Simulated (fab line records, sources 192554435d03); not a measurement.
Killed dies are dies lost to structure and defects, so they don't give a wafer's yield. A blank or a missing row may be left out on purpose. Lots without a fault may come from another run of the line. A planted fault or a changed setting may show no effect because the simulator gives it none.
fab line records | flow n5_finfet
record lots=8 wafers=24 last_day=18
route steps=1938 shown DUMMY_GATE@236 SPACER0@260 SD_EPI_N@272 SD_EPI_P@329 BEOL_M4@1111 PASSIVATION@1936
lots that met no fault: from a run of the same line without faults
start_h: hours from the record's first day to the start of the lot's first wafer shown | wait_h: hours since the lot's step before | " the same as in the row above | L1.1+2: a row that stands for several wafers | - no value, or no start given | * or withheld: withheld | < > ~ a bound
route shown NAME@n: a module of which the file shows steps, and the number in the route of the first | usual: mean/standard deviation of fault-free wafers | same: alike in all rows | chamber/n: place in a boat | sites: the reading at each site | _std_site: their standard deviation | _edge_site: outer sites' mean less inner sites' | radius_mm: how far each site lies from the wafer's centre | mask NAME#n: copy n | behind: the tool/chamber that last shaped the wafer | hold: why the lot was held/for how many hours/how that ended | device: the transistor (n, p or np) that didn't switch | end of line: the same wafers' tests at the end of the route | a step without rows: its recipe alone | killed: dies lost to structure and defects at the first sort, not the wafer's yield | map: a wafer's dies, x killed, . not, _ none there
set.NAME: the setting as run; set.NAME@STEP: as run at that earlier step | model.NAME: the simulator's own value behind a step, which no gauge read
steps of the route over a sample of lots; a table a step, a row a wafer
services: from which hour (start_h, from the record's first day; less than 0 if before it) a tool's chamber was out of use, for how many hours, and why
## steps
# step N5_DUMMY_GATE_ETCH_36
# recipe chemistry=CF4 target=SiARC target_depth_a=130 pressure_mtorr=40 source_w=545 bias_w=36 Ar_flow_sccm=100 cf4_flow_sccm=100 ion_energy_ev=80
# usual drypump_motor_current_A=5.8/0.51 oes_product_au=0.78/0.072 rf_vpp_V=184.1/1.3 showerhead_plenum_p_Torr=2.14/0.078 throttle_valve_pct=15.72/0.22
# columns lot.wafer tool chamber start_h wait_h drypump_motor_current_A oes_product_au rf_hours_counter_h rf_vpp_V showerhead_plenum_p_Torr throttle_valve_pct
L695.3 rie_diel-03 1 70.72 0.0 6.1 0.75 143 184.3 2.15 15.64
L695.4 " 2 " " 6.1 0.73 193 184.4 2.22 15.88
L695.5 " 0 " " 5.9 0.85 - 183.7 2.18 15.58
L700.1 rie_diel-05 0 103.78 0.0 6.8 0.84 70 187.1 2.26 15.41
L700.4 " 1 " " 5.4 0.79 110 182.3 2.05 15.48
L700.5 " 3 " " 5.1 0.67 - 183.9 2.03 15.88
L702.2 rie_diel-03 3 116.26 0.0 5.6 0.74 170 184.4 2.15 15.77
L702.3 " 2 " " 6.1 0.72 207 186.0 2.21 15.91
L702.4 " 3 " " 5.6 0.74 - 183.5 2.15 15.78
L705.1 rie_diel-03 1 130.46 0.0 6.1 0.75 158 183.8 2.15 15.66
L705.2 " 2 " " 6.1 0.71 212 184.0 2.21 15.94
L705.5 " 1 " " 6.1 0.74 - 183.2 2.15 15.68
L707.2 rie_diel-06 0 141.78 0.0 5.8 0.70 226 184.2 2.20 16.15
L707.3 " 2 " " 5.4 0.74 221 182.2 2.04 15.83
L707.5 " 1 " " 6.3 0.78 - 185.1 2.22 15.88
L710.3 rie_diel-06 0 162.97 0.0 5.8 0.69 235 184.6 2.20 16.17
L710.5 " 3 " " 5.9 0.84 - 183.0 2.09 15.65
L710.6 " 2 " " 5.4 0.73 - 181.6 2.03 15.87
L714.3 rie_diel-06 0 185.84 0.0 5.8 0.68 246 183.9 2.20 16.21
L714.5 " 0 " " 5.8 0.69 - 184.6 2.20 16.20
L714.6 " 3 " " 5.9 0.82 - 184.0 2.09 15.67
L708.3 rie_diel-03 0 187.44 37.1 5.9 0.81 91 183.4 2.17 15.64
L708.4 " 2 " " 6.1 0.71 218 184.8 2.21 15.93
L708.5 " 1 " " 6.1 0.74 - 184.8 2.15 15.68
# step N5_DUMMY_GATE_ETCH_23
# recipe chemistry=HBr/Cl2/O2 HBr_flow_sccm=150 Cl2_flow_sccm=80 O2_flow_sccm=12 bias_w=102 target_depth_a=410 time_s=22.3 target=poly-Si mask_material=SiO2 pressure_mtorr=10 icp_w=800
# usual drypump_motor_current_A=5.7/0.41 oes_product_au=1.000/0.018 throttle_valve_pct=37.2/0.35
# columns lot.wafer tool chamber start_h wait_h drypump_motor_current_A oes_product_au rf_hours_counter_h throttle_valve_pct
L695.3 rie_si-05 3 71.31 0.0 5.8 0.981 78 37.2
L695.4 " 2 " " 5.0 1.012 - 36.8
L695.5 " 0 " " 5.8 1.002 - 37.2
L700.1 rie_si-06 2 104.38 0.0 6.4 1.004 155 37.8
L700.4 " 0 " " 5.8 0.979 6 36.9
L700.5 " 2 " " 6.4 1.015 - 37.9
L702.2 rie_si-05 3 116.85 0.0 5.8 0.966 79 37.2
L702.3 " 1 " " 5.3 0.979 148 37.1
L702.4 " 2 " " 5.0 1.001 11 36.8
L705.1 rie_si-03 0 131.06 0.0 6.0 1.002 139 37.2
L705.2 " 2 " " 5.8 1.013 111 37.3
L705.5 " 1 " " 5.4 0.984 - 36.7
L707.2 rie_si-03 3 142.37 0.0 5.9 1.014 153 37.6
L707.3 " 1 " " 5.5 0.992 181 36.7
L707.5 " 1 " " 5.5 0.994 - 36.7
L710.3 rie_si-05 0 163.92 0.0 5.8 1.017 83 37.2
L710.5 " 2 " " 4.9 1.014 - 36.8
L710.6 " 3 " " 5.8 0.992 - 37.2
L714.3 rie_si-03 2 186.44 0.0 5.9 1.014 112 37.3
L714.5 " 3 " " 6.0 1.030 - 37.6
L714.6 " 0 " " 6.0 1.012 - 37.2
L708.3 rie_si-06 2 188.44 0.0 6.4 1.016 156 37.8
L708.4 " 3 " " 6.0 1.030 35 37.3
L708.5 " 1 " " 6.3 0.983 - 37.8
# step N5_SPACER0_ALD_08
# recipe material=SiNx target_thk_a=20 temp_c=400 ald_precursor_family=SiH2I2 ald_co_reactant=N2/H2-plasma pressure_torr=2
# usual chamber_pressure_Torr=2.000/0.0042 heater_power_w=865/65
# columns lot.wafer tool chamber start_h wait_h chamber_pressure_Torr heater_power_w
L695.3 ald_sin-02 3 72.21 0.1 1.998 833
L695.4 " 0 " " 2.000 891
L695.5 " 0 " " 1.999 901
L700.1 ald_sin-02 3 105.29 0.1 1.997 837
L700.4 " 2 " " 2.001 767
L700.5 " 2 " " 1.990 783
L702.2 ald_sin-02 0 117.75 0.1 1.995 899
L702.3 " 2 " " 2.006 759
L702.4 " 1 " " 1.999 858
L705.1 ald_sin-03 3 131.96 0.1 1.999 824
L705.2 " 2 " " 2.000 846
L705.5 " 2 " " 1.998 828
L707.2 ald_sin-03 1 144.28 0.1 1.997 791
L707.3 " 3 " " 2.001 846
L707.5 " 0 " " 2.002 844
L710.3 ald_sin-01 0 164.83 0.1 1.999 926
L710.5 " 3 " " 2.002 882
L710.6 " 0 " " 2.007 934
L714.3 ald_sin-02 2 187.84 0.1 2.000 782
L714.5 " 3 " " 1.998 853
L714.6 " 0 " " 1.996 895
L708.3 ald_sin-02 2 189.37 0.1 1.999 793
L708.4 " 1 " " 2.001 876
L708.5 " 1 " " 1.999 866
# step N5_SPACER0_INSPECT_04
# recipe inspect_instrument=darkfield mode=post_dep
# usual raw_defect_count=146/38
# columns lot.wafer tool chamber start_h wait_h raw_defect_count
L695.3 defect_inspect-01 - 72.37 0.1 169
L695.4 " - " " 96
L695.5 " - " " 125
L700.1 defect_inspect-01 - 105.45 0.1 362
L700.4 " - " " 376
L700.5 " - " " 410
L702.2 defect_inspect-02 - 117.91 0.1 519
L702.3 " - " " 448
L702.4 " - " " 432
L705.1 defect_inspect-01 - 132.11 0.1 124
L705.2 " - " " 96
L705.5 " - " " 96
L707.2 defect_inspect-01 - 144.44 0.1 103
L707.3 " - " " 111
L707.5 " - " " 132
L710.3 defect_inspect-01 - 164.99 0.1 171
L710.5 " - " " 205
L710.6 " - " " 131
L714.3 defect_inspect-01 - 188.00 0.1 123
L714.5 " - " " 126
L714.6 " - " " 104
L708.3 defect_inspect-02 - 189.52 0.1 171
L708.4 " - " " 139
L708.5 " - " " 190
# step N5_SD_EPI_N_INSPECT_11
# recipe mode=adi inspect_instrument=macro
# usual raw_defect_count=2.2/1.5
# columns lot.wafer tool chamber start_h wait_h raw_defect_count
L695.3 defect_inspect-01 - 72.70 0.0 2
L695.4 " - " " 0
L695.5 " - " " 2
L700.1 defect_inspect-01 - 105.90 0.0 289
L700.4 " - " " 281
L700.5 " - " " 298
L702.2 defect_inspect-02 - 118.24 0.0 295
L702.3 " - " " >300
L702.4 " - " " 266
L705.1 defect_inspect-02 - 132.57 0.0 1
L705.2 " - " " 5
L705.5 " - " " 3
L707.2 defect_inspect-02 - 144.89 0.0 3
L707.3 " - " " 1
L707.5 " - " " 2
L710.3 defect_inspect-01 - 165.32 0.0 2
L710.5 " - " " 2
L710.6 " - " " 3
L714.3 defect_inspect-01 - 188.33 0.0 2
L714.5 " - " " 0
L714.6 " - " " 1
L708.3 defect_inspect-01 - 189.99 0.0 1
L708.4 " - " " 3
L708.5 " - " " 4
# step N5_SD_EPI_N_ETCH_45
# recipe chemistry=CH3F/O2 target=SiOCN target_depth_a=60 mask_material=SOC ion_energy_ev=60 bias_w=29 pressure_mtorr=15 source_w=410 Ar_flow_sccm=150 CH3F_flow_sccm=30 O2_flow_sccm=20
# usual drypump_motor_current_A=5.9/0.43 oes_product_au=0.78/0.061 rf_vpp_V=127.6/0.95 showerhead_plenum_p_Torr=2.01/0.058 throttle_valve_pct=23.41/0.24
# columns lot.wafer tool chamber start_h wait_h drypump_motor_current_A oes_product_au rf_hours_counter_h rf_vpp_V showerhead_plenum_p_Torr throttle_valve_pct
L695.3 rie_diel-04 0 73.67 0.1 5.3 0.73 166 127.2 2.00 23.36
L695.4 " 1 " " 5.6 0.87 45 126.4 2.04 23.56
L695.5 " 3 " " 5.6 0.71 - 127.1 2.07 23.70
L700.1 rie_diel-01 2 106.45 0.1 5.6 0.80 81 126.9 1.92 23.30
L700.4 " 0 " " 5.9 0.75 144 126.5 1.91 23.07
L700.5 " 0 " " 5.9 0.76 - 127.1 1.91 23.07
L702.2 rie_diel-01 0 118.80 0.1 5.9 0.75 148 126.9 1.91 23.07
L702.3 " 2 " " 5.6 0.80 85 127.5 1.92 23.32
L702.4 " 1 " " 6.2 0.87 51 126.8 2.03 23.51
L705.1 rie_diel-02 0 133.32 0.1 6.1 0.92 8 127.8 2.06 23.33
L705.2 " 1 " " 5.8 0.78 142 128.6 2.01 23.55
L705.5 " 1 " " 5.9 0.78 - 127.4 2.01 23.55
L707.2 rie_diel-02 0 145.44 0.1 6.2 0.91 12 127.4 2.06 23.34
L707.3 " 2 " " 6.6 0.76 162 126.3 2.10 23.82
L707.5 " 1 " " 5.8 0.78 - 127.3 2.00 23.53
L710.3 rie_diel-04 0 165.87 0.1 5.3 0.71 201 127.5 1.98 23.40
L710.5 " 2 " " 6.0 0.80 - 128.3 2.02 23.03
L710.6 " 1 " " 5.6 0.84 - 127.1 2.02 23.59
L714.3 rie_diel-01 3 188.94 0.1 6.6 0.70 235 127.6 2.05 23.65
L714.5 " 2 " " 5.6 0.76 - 125.5 1.91 23.36
L714.6 " 1 " " 6.1 0.85 - 128.1 2.02 23.55
L708.3 rie_diel-01 1 191.05 0.1 6.2 0.84 78 127.4 2.02 23.56
L708.4 " 2 " " 5.6 0.77 112 127.0 1.91 23.36
L708.5 " 0 " " 6.0 0.72 - 128.5 1.90 23.12
# step N5_SD_EPI_N_INSPECT_26
# recipe inspect_instrument=darkfield mode=post_epi
# usual raw_defect_count=221/47
# columns lot.wafer tool chamber start_h wait_h raw_defect_count
L695.3 defect_inspect-01 - 77.84 0.1 293
L695.4 " - " " 242
L695.5 " - " " 316
L700.1 defect_inspect-01 - 110.79 0.1 434
L700.4 " - " " 419
L700.5 " - " " 430
L702.2 defect_inspect-02 - 122.98 0.1 580
L702.3 " - " " 548
L702.4 " - " " 525
L705.1 defect_inspect-01 - 136.76 0.1 218
L705.2 " - " " 156
L705.5 " - " " 188
L707.2 defect_inspect-01 - 149.61 0.1 181
L707.3 " - " " 140
L707.5 " - " " 183
L710.3 defect_inspect-01 - 170.05 0.1 263
L710.5 " - " " 324
L710.6 " - " " 211
L714.3 defect_inspect-01 - 192.37 0.1 186
L714.5 " - " " 187
L714.6 " - " " 238
L708.3 defect_inspect-02 - 194.50 0.1 226
L708.4 " - " " 200
L708.5 " - " " 293
# step N5_SD_EPI_P_INSPECT_26
# recipe inspect_instrument=darkfield mode=post_epi
# usual raw_defect_count=188/48
# columns lot.wafer tool chamber start_h wait_h raw_defect_count
L695.3 defect_inspect-02 - 82.73 0.0 299
L695.4 " - " " 235
L695.5 " - " " 360
L700.1 defect_inspect-01 - 115.84 0.0 435
L700.4 " - " " 444
L700.5 " - " " 457
L702.2 defect_inspect-02 - 129.04 0.0 570
L702.3 " - " " 491
L702.4 " - " " 465
L705.1 defect_inspect-01 - 141.72 0.0 122
L705.2 " - " " 112
L705.5 " - " " 149
L707.2 defect_inspect-01 - 154.59 0.0 129
L707.3 " - " " 111
L707.5 " - " " 147
L710.3 defect_inspect-01 - 175.09 0.0 168
L710.5 " - " " 256
L710.6 " - " " 206
L714.3 defect_inspect-02 - 196.45 0.0 193
L714.5 " - " " 187
L714.6 " - " " 235
L708.3 defect_inspect-01 - 199.42 0.0 159
L708.4 " - " " 181
L708.5 " - " " 217
# step N5_BEOL_M4_RC_MEAS_101
# usual DIBL_N=36.1/1.6 DIBL_P=35.8/2.1 IOFF_N=0.16/0.031 IOFF_P=0.21/0.034 ION_N=673/12 ION_P=461/7.2 SS_N=71.4/0.59 SS_P=73.3/0.63 VT_N=250/3.1 VT_P=-250/3.3
# columns lot.wafer tool chamber start_h wait_h DIBL_N[mV/V] DIBL_P[mV/V] IOFF_N[nA/um] IOFF_P[nA/um] ION_N[uA/um] ION_P[uA/um] SS_N[mV/dec] SS_P[mV/dec] VT_N[mV] VT_P[mV]
L695.3 prober-02 0 201.06 0.3 36.3 36.9 0.17 0.21 683 459 71.6 73.3 250 -253
L695.4 " 0 " " 36.1 37.0 0.17 0.21 677 457 71.6 73.4 249 -253
L695.5 " 0 " " 38.2 39.6 0.23 0.27 687 465 72.3 74.0 243 -249
L700.1 prober-02 0 233.51 0.0 37.3 37.4 0.17 0.23 678 468 71.3 73.4 246 -247
L700.4 " 0 " " 36.4 35.5 0.14 0.18 667 453 70.6 73.6 251 -253
L700.5 " 0 " " 36.4 36.1 0.15 0.21 668 454 70.6 73.7 251 -251
L702.2 prober-01 0 246.21 0.2 34.2 34.8 0.14 0.20 666 463 70.9 72.3 250 -249
L702.3 " 0 " " 34.6 36.0 0.15 0.21 688 478 71.3 72.5 248 -250
L702.4 " 0 " " 36.7 36.9 0.18 0.21 687 471 71.7 73.6 247 -254
L705.1 prober-02 0 253.84 0.0 37.1 36.5 0.18 0.21 686 469 72.0 73.1 246 -251
L705.2 " 0 " " 35.9 36.2 0.16 0.21 676 464 71.6 73.7 247 -252
L705.5 " 0 " " 36.5 36.0 0.17 0.21 678 460 71.8 73.5 248 -252
L707.2 prober-01 0 274.79 0.2 39.4 40.5 0.22 0.24 695 470 71.8 73.8 246 -250
L707.3 " 0 " " 37.6 38.6 0.17 0.22 674 462 71.2 73.7 247 -251
L707.5 " 0 " " 39.6 40.6 0.23 0.25 690 462 71.9 74.8 245 -252
L710.3 prober-01 0 284.45 0.3 34.9 34.4 0.14 0.20 658 457 71.2 72.8 252 -249
L710.5 " 0 " " 34.4 33.1 0.12 0.17 654 450 70.5 72.2 254 -253
L710.6 " 0 " " 35.2 34.6 0.13 0.20 660 454 71.1 73.1 251 -250
L714.3 prober-02 0 310.34 0.3 34.9 36.0 0.16 0.20 682 463 71.6 73.4 248 -247
L714.5 " 0 " " 35.4 36.3 0.17 0.21 674 461 71.3 74.2 248 -248
L714.6 " 0 " " 36.7 38.3 0.21 0.24 688 463 72.0 73.9 242 -248
L708.3 prober-01 0 320.46 0.3 36.0 35.9 0.17 0.24 672 463 71.7 73.3 250 -246
L708.4 " 0 " " 35.1 33.0 0.16 0.19 687 470 71.0 72.7 248 -250
L708.5 " 0 " " 37.1 36.0 0.18 0.23 669 461 71.3 73.4 246 -248
# step N5_PASSIVATION_PROBE_49
# usual defect_limited_yield=91.0/1.5 killed_at_M0_to_M3=35/11 killed_at_M4_up=13/6 killed_at_contacts=14/6.5 killed_at_front_end=40/12 killed_at_other=4/3.4 killed_dies=106/18 killed_open=68/14 killed_short=35/7.7 sort_bin_5_function=5.2/0.98 sort_bin_6_memory=3.4/0.72 sort_n_pass=1074/18 sort_yield_pct=91.0/1.5
# same gross_dies=1180 killed_at_back_side=0 sort_bin_4_leakage[%]=0 sort_bin_8_speed[%]=0
# columns lot.wafer tool chamber start_h wait_h defect_limited_yield[%] killed_at_M0_to_M3 killed_at_M4_up killed_at_contacts killed_at_front_end killed_at_other killed_dies killed_open killed_short sort_bin_5_function[%] sort_bin_6_memory[%] sort_n_pass sort_yield_pct[%]
L700.1 prober-01 - 345.05 0.0 84.7 34 9 4 129 5 181 46 36 9.2 4.6 999 84.7
L700.4 prober-01 - 345.20 0.2 83.3 35 14 16 132 0 197 65 33 10.6 4.6 983 83.3
L700.5 prober-01 - 345.25 0.2 83.4 27 16 30 122 1 196 63 34 10.8 4.7 984 83.4
L702.2 prober-02 - 352.08 0.1 84.4 21 12 10 132 9 184 47 28 9.3 4.7 996 84.4
L702.3 prober-02 - 352.13 0.1 85.3 16 8 11 137 2 174 44 23 9.4 4.2 1006 85.3
L702.4 prober-02 - 352.18 0.2 86.8 17 10 8 116 5 156 40 20 9.7 2.8 1024 86.8
# killed by level:class
L700.1 SPACER0:unspecified=99 BEOL_M0_SAQP:geometric_particle:open=9 BEOL_M0_SAQP:geometric_particle:short=7 BEOL_M1:geometric_particle:open=7 FIN_SAQP:geometric_particle:short=6 STARTING-WAFER:geometric_particle:open=4 GATE_CUT:geometric_particle:short=3 MOL_CONTACT_COAG:geometric_particle:open=3
L700.4 SPACER0:unspecified=98 MOL_CONTACT_COAG:geometric_particle:open=13 BEOL_M3:geometric_particle:open=8 BEOL_M1:geometric_particle:short=8 SPACER0:geometric_particle:open=6 BEOL_M0_SAQP:geometric_particle:open=6 STI_FIN_REVEAL:geometric_particle:open=5 BEOL_M0_SAQP:geometric_particle:short=5
L700.5 SPACER0:unspecified=98 MOL_CONTACT_COAG:geometric_particle:open=23 BEOL_M0_SAQP:geometric_particle:short=10 MOL_CONTACT_COAG:geometric_particle:short=7 BEOL_M0_SAQP:geometric_particle:open=6 GATE_CUT:geometric_particle:short=6 FIN_SAQP:geometric_particle:open=4 GATE_CUT:geometric_particle:open=4
L702.2 SPACER0:unspecified=108 MOL_CONTACT_COAG:geometric_particle:open=7 STI_FIN_REVEAL:geometric_particle:open=6 BEOL_M3:geometric_particle:open=5 ILD0:geometric_particle:open=4 ILD0:geometric_particle:short=4 BEOL_M1:geometric_particle:open=4 BEOL_M1:geometric_particle:short=4
L702.3 SPACER0:unspecified=107 MOL_CONTACT_COAG:geometric_particle:open=7 STARTING-WAFER:geometric_particle:open=7 GATE_CUT:geometric_particle:short=4 MOL_CONTACT_COAG:geometric_particle:short=4 BEOL_M2:geometric_particle:open=4 FIN_SAQP:geometric_particle:open=3 DUMMY_GATE:geometric_particle:open=3
L702.4 SPACER0:unspecified=95 BEOL_M0_SAQP:geometric_particle:open=7 DUMMY_GATE:geometric_particle:open=6 MOL_CONTACT_COAG:geometric_particle:open=6 FIN_SAQP:geometric_particle:short=4 BEOL_M1:geometric_particle:open=4 STI_FIN_REVEAL:geometric_particle:open=3 PASS1_CAP:geometric_particle:short=3
## services
# columns tool chamber start_h hours kind
rie_si-03 - 48.79 2.8 pm
rie_diel-02 2 49.88 22.3 repair
rie_diel-02 1 60.94 12.0 repair
rie_si-03 2 61.71 5.8 repair
rie_diel-05 0 62.71 3.0 repair
rie_si-05 1 65.71 22.7 repair
ald_sin-03 1 67.81 6.7 repair
rie_diel-01 1 68.06 6.8 repair
ald_sin-02 0 76.00 12.0 repair
rie_diel-06 1 79.24 2.5 repair
ald_sin-03 - 86.62 14.0 pm
rie_diel-06 3 91.35 10.4 repair
rie_diel-01 1 98.46 4.6 repair
rie_si-06 - 101.37 0.1 repair
rie_diel-03 1 111.25 11.3 repair
rie_si-06 - 131.08 15.6 pm
ald_sin-02 1 147.49 30.3 repair
rie_diel-04 3 149.90 3.7 repair
rie_diel-03 1 156.24 7.0 repair
rie_diel-03 2 158.64 5.7 repair
rie_diel-02 2 165.11 1.6 repair
rie_diel-02 1 169.68 5.5 repair
rie_diel-06 1 171.06 6.3 repair
rie_diel-02 - 176.27 14.6 pm
## key
first_sign step=N5_SPACER0_INSPECT_04 reading=raw_defect_count direction=up sigmas=7.3 usual=146 struck=424
effect step=N5_SD_EPI_N_INSPECT_11 reading=raw_defect_count direction=up sigmas=99+ usual=2.2 struck=>288.2
effect step=N5_SD_EPI_N_INSPECT_26 reading=raw_defect_count direction=up sigmas=5.7 usual=221 struck=489
effect step=N5_SD_EPI_P_INSPECT_26 reading=raw_defect_count direction=up sigmas=6 usual=188 struck=477
effect step=N5_PASSIVATION_PROBE_49 reading=killed_at_front_end direction=up sigmas=7.2 usual=40 struck=128
more_kills_born_at N5_SPACER0_ALD_08@ald_sin-02=605
met_at N5_SPACER0_ALD_08
struck_lots L700,L702
not_acting_at N5_DUMMY_GATE_ETCH_36,N5_DUMMY_GATE_ETCH_23,N5_SD_EPI_N_ETCH_45
onset_between 72.21 105.29
fault kind=chamber_particle_source tool=ald_sin-02 chamber=- onset_h=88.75 steps=N5_SPACER0_ALD_08 rate_per_visit_cm2=0.46081 end_h=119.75
